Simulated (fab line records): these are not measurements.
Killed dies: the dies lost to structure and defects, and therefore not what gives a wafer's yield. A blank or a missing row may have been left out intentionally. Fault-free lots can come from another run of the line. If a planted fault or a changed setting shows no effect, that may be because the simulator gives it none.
Matching of chambers + flow nand_harc + 4 sister chambers for NHARC_P_M0_DESCUM_14 on rie_diel-04
The step chemistry O2, time 3 s. 18 wafers are shown with their chamber, then 9 later ones without.

== WAFERS PAIRED WITH THEIR CHAMBERS ==
| wafer  | chamber | showerhead_plenum_p_Torr (Torr) | drypump_motor_current_A (A) | oes_product_au (a.u.) |
|--------|---------|---------------------------------|-----------------------------|-----------------------|
| L778.1 | 3       | 1.89                            | 6.5                         | 0.997                 |
| L778.3 | 0       | 1.86                            | 4.9                         | 0.992                 |
| L778.6 | 0       | 1.86                            | 4.9                         | 0.998                 |
| L780.1 | 3       | 1.89                            | 6.5                         | 0.999                 |
| L780.3 | 0       | 1.86                            | 4.8                         | 0.994                 |
| L780.5 | 1       | 1.77                            | 6.4                         | 1.007                 |
| L781.1 | 2       | 1.91                            | 6.4                         | 1.013                 |
| L781.2 | 3       | 1.89                            | 6.4                         | 1.011                 |
| L781.5 | 2       | 1.91                            | 6.4                         | 1.013                 |
| L784.1 | 1       | 1.77                            | 6.4                         | 0.989                 |
| L784.2 | 3       | 1.89                            | 6.4                         | 1.000                 |
| L784.6 | 2       | 1.91                            | 6.4                         | 1.006                 |
| L786.4 | 1       | 1.77                            | 6.5                         | 0.989                 |
| L786.5 | 3       | 1.89                            | 6.5                         | 0.997                 |
| L786.6 | 0       | 1.85                            | 4.8                         | 0.978                 |
| L791.1 | 2       | 1.91                            | 6.4                         | 0.998                 |
| L791.3 | 0       | 1.85                            | 4.8                         | 0.983                 |
| L791.5 | 0       | 1.85                            | 4.8                         | 0.979                 |

SIGNATURES (averages over the wafers above)
| reading                  | chamber 0 | chamber 1 | chamber 2 | chamber 3 | scatter within a chamber |
|--------------------------|-----------|-----------|-----------|-----------|--------------------------|
| showerhead_plenum_p_Torr | 1.8550    | 1.7700    | 1.9100    | 1.8900    | 0.00327                  |
| drypump_motor_current_A  | 4.833     | 6.433     | 6.400     | 6.460     | 0.0478                   |
| oes_product_au           | 0.98733   | 0.99500   | 1.00750   | 1.00080   | 0.00784                  |
Rule: distance of a wafer from a chamber = root of the sum over the readings of ((wafer's reading minus chamber's mean) / reading's scatter) squared. If the next closest chamber is less than 2 further off than the closest, the wafer can't be placed; otherwise it belongs to the closest. The scatter: the root of (the sum of the squares of (reading less its chamber's mean) over the shown wafers, divided by (wafers less chambers)).

== WAFERS WHOSE CHAMBER IS MISSING ==
| wafer  | showerhead_plenum_p_Torr (Torr) | drypump_motor_current_A (A) | oes_product_au (a.u.) |
|--------|---------------------------------|-----------------------------|-----------------------|
| L797.1 | 1.85                            | 4.8                         | 0.989                 |
| L797.3 | 1.76                            | 6.4                         | 0.983                 |
| L797.6 | 1.85                            | 4.8                         | 0.978                 |
| L799.1 | 1.76                            | 6.4                         | 0.986                 |
| L799.2 | 1.88                            | 6.5                         | 0.983                 |
| L799.6 | 1.88                            | 6.5                         | 0.997                 |
| L800.1 | 1.84                            | 4.8                         | 1.000                 |
| L800.2 | 1.90                            | 6.4                         | 0.991                 |
| L800.3 | 1.76                            | 6.5                         | 0.993                 |

== EACH ONE'S CHAMBER ==
| wafer  | from the rows above     | in truth |
|--------|-------------------------|----------|
| L797.1 | 0                       | 0        |
| L797.3 | 1                       | 1        |
| L797.6 | 0                       | 0        |
| L799.1 | 1                       | 1        |
| L799.2 | 3                       | 3        |
| L799.6 | 3                       | 3        |
| L800.1 | 0                       | 0        |
| L800.2 | can't be placed: 3 or 2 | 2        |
| L800.3 | 1                       | 1        |
Correctly placed: 8 of 9. Can't be placed from these rows: 1 (the true chamber is among the candidates in 1). Wrongly placed: 0.
